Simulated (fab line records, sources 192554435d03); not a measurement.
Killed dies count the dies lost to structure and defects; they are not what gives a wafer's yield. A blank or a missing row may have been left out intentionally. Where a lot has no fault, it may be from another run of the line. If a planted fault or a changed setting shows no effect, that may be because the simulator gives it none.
Matching of chambers | flow n5_finfet | N5_GATE_CUT_CMP_43 on cmp-03: 4 sister chambers
The step polishes SiO2. 4 wafers are shown with their chamber, then 10 later ones without.

== EACH WAFER AND ITS CHAMBER ==
wafer  | chamber | motor_current_A (A)
L084.3 | 0       | 12.8
L087.4 | 1       | 14.1
L091.1 | 3       | 12.1
L091.2 | 2       | 10.5

== WAFERS MISSING THEIR CHAMBER ==
wafer  | motor_current_A (A)
L091.6 | 15.1
L093.2 | 12.7
L093.4 | 10.7
L093.5 | 12.4
L094.1 | 12.6
L094.2 | 9.6
L094.3 | 11.7
L096.2 | 13.4
L096.4 | 15.5
L096.5 | 12.4

== WHICH CHAMBER EACH ONE RAN IN ==
wafer  | from the rows above          | in truth
L091.6 | can't be placed: 1 or 0      | 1
L093.2 | can't be placed: 0 or 3 or 1 | 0
L093.4 | can't be placed: 2 or 3      | 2
L093.5 | can't be placed: 3 or 0      | 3
L094.1 | can't be placed: 0 or 3 or 1 | 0
L094.2 | 2                            | 2
L094.3 | can't be placed: 3 or 0 or 2 | 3
L096.2 | can't be placed: 0 or 1 or 3 | 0
L096.4 | can't be placed: 1 or 0      | 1
L096.5 | can't be placed: 3 or 0      | 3
Correctly placed: 1 of 10. Unplaceable from these rows: 9, with the true chamber sitting among the candidates in 9. Wrongly placed: 0.
How it was worked out, from the rows above alone: a wafer's distance from a chamber is the root of the sum, over the readings, of the square of ((its reading less the chamber's mean) divided by the reading's scatter). The wafer belongs to the nearest chamber; if the next one is less than 2 further off, it can't be placed. Each chamber's mean is taken over the wafers shown for it. The scatter: root of mean squared gap, hidden wafer to nearest shown wafer, with one shown wafer a chamber.
